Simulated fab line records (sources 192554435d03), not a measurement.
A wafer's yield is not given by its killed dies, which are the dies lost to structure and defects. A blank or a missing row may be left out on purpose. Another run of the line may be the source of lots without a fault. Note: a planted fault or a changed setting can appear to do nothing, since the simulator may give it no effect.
8D (eight disciplines) problem report, filled in by code + flow n5-finfet + the parts of the form that need people (team, actions taken, sign-off) are left out

## 1. THE PROBLEM
head-pressure-psi at N5_ILD0_CMP_07 reads a mean of 4.293 psi on 6 wafers of 2 lots; wafers without a fault read 4.148 psi with a standard deviation of 0.0095. That puts it +15 standard deviations away from the usual mean.
The step: polishes SiO2 flowable, stops on poly-Si, t overpolish 1.18 s, target thk 138.88 nm.
The first sign was on wafer L228.2 at day 6 07:50, on cmp-02. Wafers with a number at this step in the record: 38, from 14 lots. By rule, "out" or "out of limits" means more than 4 standard deviations away from the usual mean. All remaining wafers that have a number are taken as sound.

## 2. WHAT IT IS, WHAT IT ISN'T
| question                    | is                     | is not                                                                                 |
|-----------------------------|------------------------|----------------------------------------------------------------------------------------|
| which readings at this step | head-pressure-psi      | edge-zone-pressure-frac, motor-current-A                                               |
| which lots                  | L228, L229             | L218, L219, L220, L221, L222, L225, L226, L227, L237, L238, L240, L241                 |
| which wafers of those lots  | all that have a number | -                                                                                      |
| read on which tools         | cmp-02                 | cmp-03, cmp-04                                                                         |
| when                        | from day 6 07:50       | up to then (20 sound wafers); but 12 sound wafers of L237, L238, L240, L241 came after |

## 3. THE SUSPECTS, EACH WITH WHAT RULES IT OUT
Counting: a tool stays on the suspect list if, at a process step up to the reading, it processed all lots that are out and no sound lot following the first of them.
- cmp-02 at N5_ILD0_CMP_07 (polishes SiO2 flowable, stops on poly-Si, t overpolish 1.18 s, target thk 138.88 nm): ruled out as a lasting fault. Following L228 (day 6 07:50), the first lot on it that is out, the sound lots L240 were run on it.
Left after counting: nothing in the record.

## 4. THE CAUSE (what the simulator had put in)
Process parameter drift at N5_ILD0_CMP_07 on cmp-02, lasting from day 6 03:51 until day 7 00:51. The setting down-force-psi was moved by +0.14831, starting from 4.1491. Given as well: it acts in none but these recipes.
Counting ruled it out, wrongly.

## 5. THE CHAIN OF EFFECTS, in route order
Each row: a reading whose mean over the struck wafers that have a number lies more than 3 standard deviations from the usual. Only readings whose record carries a usual standard deviation are examined. hours: median over the lots of the time between each lot's start at the first step of this table that gives one and its start at this step. sigmas: the change, counted in usual standard deviations.
| hours | step           | reading           | usual     | on struck wafers | change | sigmas |
|-------|----------------|-------------------|-----------|------------------|--------|--------|
| 0     | N5_ILD0_CMP_07 | head-pressure-psi | 4.148 psi | 4.293            | +0.145 | +15    |
The process steps in it:
- N5_ILD0_CMP_07: polishes SiO2 flowable, stops on poly-Si, t overpolish 1.18 s, target thk 138.88 nm.
Later steps that measure or inspect, where all struck wafers having a row at the step show a number for every such reading and not one has moved that far: N5_SDB_OVL_MEAS_12.

## 6. WHAT WOULD HAVE CAUGHT IT SOONER
In this record the first reading out of limits was taken at day 6 07:50, 4 hours after the fault began at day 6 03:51.
